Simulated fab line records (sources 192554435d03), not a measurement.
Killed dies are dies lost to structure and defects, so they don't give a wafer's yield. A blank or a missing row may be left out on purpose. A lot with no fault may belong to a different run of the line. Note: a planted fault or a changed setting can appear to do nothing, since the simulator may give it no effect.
Split-lot study || flow n5Finfet || 39 wafers read across 7 lots, on a route 1938 steps long

## ABOUT THE SPLIT
At N5_BEOL_M7_DESCUM_33 (chemistry O2, time 7 s), the setting timeS was moved away from the recipe's 7 s on 18 of the 39 wafers read, by -53.4% to +48.9%. The other wafers ran this setting at the recipe's value.

## SPLIT TO READING: what lies between them in the file, 1 step
- N5_BEOL_M7_ETCH_72: etches underlayer in N2/H2, target depth 6.5 nm, time 5.2 s

## THE READING
BEOL_M7.cdNm (the simulator's own value, which no gauge read), in nm, at N5_BEOL_M7_ETCH_65 (etches SiARC in CF4, target depth 15.6 nm, time 26 s). The file gives no usual value for it. Average 39.9 nm, standard deviation 0.2 nm, over the 21 wafers here run with the recipe.

{"wafer": "L079.2", "tool, chamber at the split": "rieDiel-05, 0,2,1", "timeS as run, s": 7, "against the recipe": "recipe", "BEOL_M7.cdNm, nm": 40.2, "against lot-mates on the recipe": "-"}
{"wafer": "L079.4", "tool, chamber at the split": "rieDiel-05, 0,2,1", "timeS as run, s": 7, "against the recipe": "recipe", "BEOL_M7.cdNm, nm": 40.2, "against lot-mates on the recipe": "-"}
{"wafer": "L079.6", "tool, chamber at the split": "rieDiel-05, 0,2,1", "timeS as run, s": 7, "against the recipe": "recipe", "BEOL_M7.cdNm, nm": 40.2, "against lot-mates on the recipe": "-"}
{"wafer": "L077.1", "tool, chamber at the split": "rieDiel-05, 0", "timeS as run, s": 7, "against the recipe": "recipe", "BEOL_M7.cdNm, nm": 40, "against lot-mates on the recipe": "-"}
{"wafer": "L077.2", "tool, chamber at the split": "rieDiel-05, 2,1", "timeS as run, s": 7, "against the recipe": "recipe", "BEOL_M7.cdNm, nm": 39.8, "against lot-mates on the recipe": "-"}
{"wafer": "L077.5", "tool, chamber at the split": "rieDiel-05, 2,1", "timeS as run, s": 7, "against the recipe": "recipe", "BEOL_M7.cdNm, nm": 39.8, "against lot-mates on the recipe": "-"}
{"wafer": "L077.3", "tool, chamber at the split": "rieDiel-05, 3,1", "timeS as run, s": 4.877, "against the recipe": "-30.3%", "BEOL_M7.cdNm, nm": 39.8, "against lot-mates on the recipe": -0.1}
{"wafer": "L077.6", "tool, chamber at the split": "rieDiel-05, 0", "timeS as run, s": 4.877, "against the recipe": "-30.3%", "BEOL_M7.cdNm, nm": 39.8, "against lot-mates on the recipe": -0.1}
{"wafer": "L077.4", "tool, chamber at the split": "rieDiel-05, 3,1", "timeS as run, s": 4.877, "against the recipe": "-30.3%", "BEOL_M7.cdNm, nm": 39.6, "against lot-mates on the recipe": -0.3}
{"wafer": "L078.1", "tool, chamber at the split": "rieDiel-05, 3,1", "timeS as run, s": 7, "against the recipe": "recipe", "BEOL_M7.cdNm, nm": 39.6, "against lot-mates on the recipe": "-"}
{"wafer": "L078.4", "tool, chamber at the split": "rieDiel-05, 3,1", "timeS as run, s": 7, "against the recipe": "recipe", "BEOL_M7.cdNm, nm": 39.6, "against lot-mates on the recipe": "-"}
{"wafer": "L078.6", "tool, chamber at the split": "rieDiel-05, 2", "timeS as run, s": 7, "against the recipe": "recipe", "BEOL_M7.cdNm, nm": 39.6, "against lot-mates on the recipe": "-"}
{"wafer": "L078.2", "tool, chamber at the split": "rieDiel-05, 2", "timeS as run, s": 8.582, "against the recipe": "+22.6%", "BEOL_M7.cdNm, nm": 39.8, "against lot-mates on the recipe": "+0.2"}
{"wafer": "L078.5", "tool, chamber at the split": "rieDiel-05, 1,3", "timeS as run, s": 8.582, "against the recipe": "+22.6%", "BEOL_M7.cdNm, nm": 39.8, "against lot-mates on the recipe": "+0.2"}
{"wafer": "L078.3", "tool, chamber at the split": "rieDiel-05, 1,3", "timeS as run, s": 8.582, "against the recipe": "+22.6%", "BEOL_M7.cdNm, nm": 40, "against lot-mates on the recipe": "+0.4"}
{"wafer": "L081.1", "tool, chamber at the split": "rieDiel-05, 1", "timeS as run, s": 7, "against the recipe": "recipe", "BEOL_M7.cdNm, nm": 39.8, "against lot-mates on the recipe": "-"}
{"wafer": "L081.2", "tool, chamber at the split": "rieDiel-05, 3,0", "timeS as run, s": 3.355, "against the recipe": "-52.1%", "BEOL_M7.cdNm, nm": 39.4, "against lot-mates on the recipe": -0.5}
{"wafer": "L081.3", "tool, chamber at the split": "rieDiel-05, 2", "timeS as run, s": 3.355, "against the recipe": "-52.1%", "BEOL_M7.cdNm, nm": 39.4, "against lot-mates on the recipe": -0.5}
{"wafer": "L081.4", "tool, chamber at the split": "rieDiel-05, 3,0", "timeS as run, s": 3.355, "against the recipe": "-52.1%", "BEOL_M7.cdNm, nm": 39.4, "against lot-mates on the recipe": -0.5}
{"wafer": "L081.5", "tool, chamber at the split": "rieDiel-05, 2,1", "timeS as run, s": 7, "against the recipe": "recipe", "BEOL_M7.cdNm, nm": 40, "against lot-mates on the recipe": "-"}
{"wafer": "L081.6", "tool, chamber at the split": "rieDiel-05, 2,1", "timeS as run, s": 7, "against the recipe": "recipe", "BEOL_M7.cdNm, nm": 40, "against lot-mates on the recipe": "-"}
{"wafer": "L085.1", "tool, chamber at the split": "rieDiel-06, 2", "timeS as run, s": 7, "against the recipe": "recipe", "BEOL_M7.cdNm, nm": 40, "against lot-mates on the recipe": "-"}
{"wafer": "L085.2", "tool, chamber at the split": "rieDiel-06, 3", "timeS as run, s": 10.42, "against the recipe": "+48.9%", "BEOL_M7.cdNm, nm": 40.2, "against lot-mates on the recipe": "+0.3"}
{"wafer": "L085.3", "tool, chamber at the split": "rieDiel-06, 1,0", "timeS as run, s": 7, "against the recipe": "recipe", "BEOL_M7.cdNm, nm": 39.8, "against lot-mates on the recipe": "-"}
{"wafer": "L085.4", "tool, chamber at the split": "rieDiel-06, 1,0", "timeS as run, s": 7, "against the recipe": "recipe", "BEOL_M7.cdNm, nm": 39.8, "against lot-mates on the recipe": "-"}
{"wafer": "L085.5", "tool, chamber at the split": "rieDiel-06, 3", "timeS as run, s": 10.42, "against the recipe": "+48.9%", "BEOL_M7.cdNm, nm": 40.4, "against lot-mates on the recipe": "+0.5"}
{"wafer": "L085.6", "tool, chamber at the split": "rieDiel-06, 2", "timeS as run, s": 10.42, "against the recipe": "+48.9%", "BEOL_M7.cdNm, nm": 40.6, "against lot-mates on the recipe": "+0.7"}
{"wafer": "L087.1", "tool, chamber at the split": "rieDiel-06, 3", "timeS as run, s": 3.259, "against the recipe": "-53.4%", "BEOL_M7.cdNm, nm": 39.4, "against lot-mates on the recipe": -0.7}
{"wafer": "L087.2", "tool, chamber at the split": "rieDiel-06, 1", "timeS as run, s": 3.259, "against the recipe": "-53.4%", "BEOL_M7.cdNm, nm": 39.4, "against lot-mates on the recipe": -0.7}
{"wafer": "L087.3", "tool, chamber at the split": "rieDiel-06, 2", "timeS as run, s": 7, "against the recipe": "recipe", "BEOL_M7.cdNm, nm": 40, "against lot-mates on the recipe": "-"}
{"wafer": "L087.6", "tool, chamber at the split": "rieDiel-06, 2,1", "timeS as run, s": 7, "against the recipe": "recipe", "BEOL_M7.cdNm, nm": 40, "against lot-mates on the recipe": "-"}
{"wafer": "L087.4", "tool, chamber at the split": "rieDiel-06, 0", "timeS as run, s": 3.259, "against the recipe": "-53.4%", "BEOL_M7.cdNm, nm": 39.6, "against lot-mates on the recipe": -0.5}
{"wafer": "L087.5", "tool, chamber at the split": "rieDiel-06, 2,1", "timeS as run, s": 7, "against the recipe": "recipe", "BEOL_M7.cdNm, nm": 40.2, "against lot-mates on the recipe": "-"}
{"wafer": "L095.1", "tool, chamber at the split": "rieDiel-03, 1", "timeS as run, s": 4.192, "against the recipe": "-40.1%", "BEOL_M7.cdNm, nm": 39.8, "against lot-mates on the recipe": -0.1}
{"wafer": "L095.2", "tool, chamber at the split": "rieDiel-03, 0,3", "timeS as run, s": 4.192, "against the recipe": "-40.1%", "BEOL_M7.cdNm, nm": 39.6, "against lot-mates on the recipe": -0.3}
{"wafer": "L095.4", "tool, chamber at the split": "rieDiel-03, 0,3", "timeS as run, s": 4.192, "against the recipe": "-40.1%", "BEOL_M7.cdNm, nm": 39.6, "against lot-mates on the recipe": -0.3}
{"wafer": "L095.3", "tool, chamber at the split": "rieDiel-03, 2,0", "timeS as run, s": 7, "against the recipe": "recipe", "BEOL_M7.cdNm, nm": 39.8, "against lot-mates on the recipe": "-"}
{"wafer": "L095.6", "tool, chamber at the split": "rieDiel-03, 2,0", "timeS as run, s": 7, "against the recipe": "recipe", "BEOL_M7.cdNm, nm": 39.8, "against lot-mates on the recipe": "-"}
{"wafer": "L095.5", "tool, chamber at the split": "rieDiel-03, 1", "timeS as run, s": 7, "against the recipe": "recipe", "BEOL_M7.cdNm, nm": 40.2, "against lot-mates on the recipe": "-"}
Rows listing several chambers each stand for several wafers; the file does not say which wafer went through which chamber.

THE FIT
A straight line over all 39 wafers: BEOL_M7.cdNm changes by +0.00804 nm for each +1% of timeS; r = +0.78; the points scatter about the line by 0.19 nm.
The same after taking each lot's own level away (the mean of its wafers on the recipe; 39 wafers): +0.00992 nm for each +1%; r = +0.92; scatter 0.12 nm.
According to that fit, moving timeS by its largest amount changes the reading by 0.53 nm.
From 39.60 to 40.20 nm: that is the span of the lots' own levels, equal to 3.0 times the standard deviation above.
So the lot-to-lot level blurs the effect unless lot-mates are compared.
Check: -0.491 nm against its lot-mates is what the line predicts for one of the wafers moved furthest among these (-53.4%) when that wafer is left out of the fit. It came out at -0.667 nm against them.

## OTHER SPLITS APPLIED TO THESE WAFERS
Before the reading, these wafers also passed through other splits. Each is held against what the fit with the lots' levels taken away leaves over:
{"other split on the same wafers": "N5_FIN_SAQP_PECVD_06 timeS", "wafers away from the commonest value": 18, "r with BEOL_M7.cdNm (lot level and that fit taken away)": "+0.00"}
{"other split on the same wafers": "N5_FIN_SAQP_ETCH_69 targetDepthA", "wafers away from the commonest value": 15, "r with BEOL_M7.cdNm (lot level and that fit taken away)": -0.11}
{"other split on the same wafers": "N5_SDB_ALD_29 aldCycles", "wafers away from the commonest value": 18, "r with BEOL_M7.cdNm (lot level and that fit taken away)": "+0.03"}
{"other split on the same wafers": "N5_GATE_CUT_ALD_22 aldCycles", "wafers away from the commonest value": 15, "r with BEOL_M7.cdNm (lot level and that fit taken away)": -0.01}
{"other split on the same wafers": "N5_MOL_CONTACT_COAG_CVD_140 targetThkA", "wafers away from the commonest value": 15, "r with BEOL_M7.cdNm (lot level and that fit taken away)": -0.26}
{"other split on the same wafers": "N5_BEOL_M2_ALD_98 aldCycles", "wafers away from the commonest value": 12, "r with BEOL_M7.cdNm (lot level and that fit taken away)": -0.09}

## THE WHOLE CHAIN: every reading that the file lists as answering this split, in the file's order
{"step": "N5_BEOL_M7_DESCUM_33", "what it does": "chemistry O2, time 7 s", "reading": "CAR-EUV_of_BEOL_M7_COAT_22.thkNm (the simulator's own value, which no gauge read)", "change (the file's fit)": "-0.0346 nm for each +1% of the setting", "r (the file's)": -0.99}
{"step": "N5_BEOL_M7_DESCUM_33", "what it does": "chemistry O2, time 7 s", "reading": "BEOL_M7.cdNm (the simulator's own value, which no gauge read)", "change (the file's fit)": "+0.00833 nm for each +1% of the setting", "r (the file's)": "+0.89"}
{"step": "N5_BEOL_M7_ETCH_72", "what it does": "etches underlayer in N2/H2, target depth 6.5 nm, time 5.2 s", "reading": "CAR-EUV_of_BEOL_M7_COAT_22.thkNm (the simulator's own value, which no gauge read)", "change (the file's fit)": "-0.0343 nm for each +1% of the setting", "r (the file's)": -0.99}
{"step": "N5_BEOL_M7_ETCH_72", "what it does": "etches underlayer in N2/H2, target depth 6.5 nm, time 5.2 s", "reading": "BEOL_M7.cdNm (the simulator's own value, which no gauge read)", "change (the file's fit)": "+0.00871 nm for each +1% of the setting", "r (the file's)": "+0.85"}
{"step": "N5_BEOL_M7_ETCH_65", "what it does": "etches SiARC in CF4, target depth 15.6 nm, time 26 s", "reading": "BEOL_M7.cdNm (the simulator's own value, which no gauge read)", "change (the file's fit)": "+0.0097 nm for each +1% of the setting", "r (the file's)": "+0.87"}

## FILE'S OWN FIT
BEOL_M7.cdNm changes by +0.0097 nm for each +1% of timeS, r = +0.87.
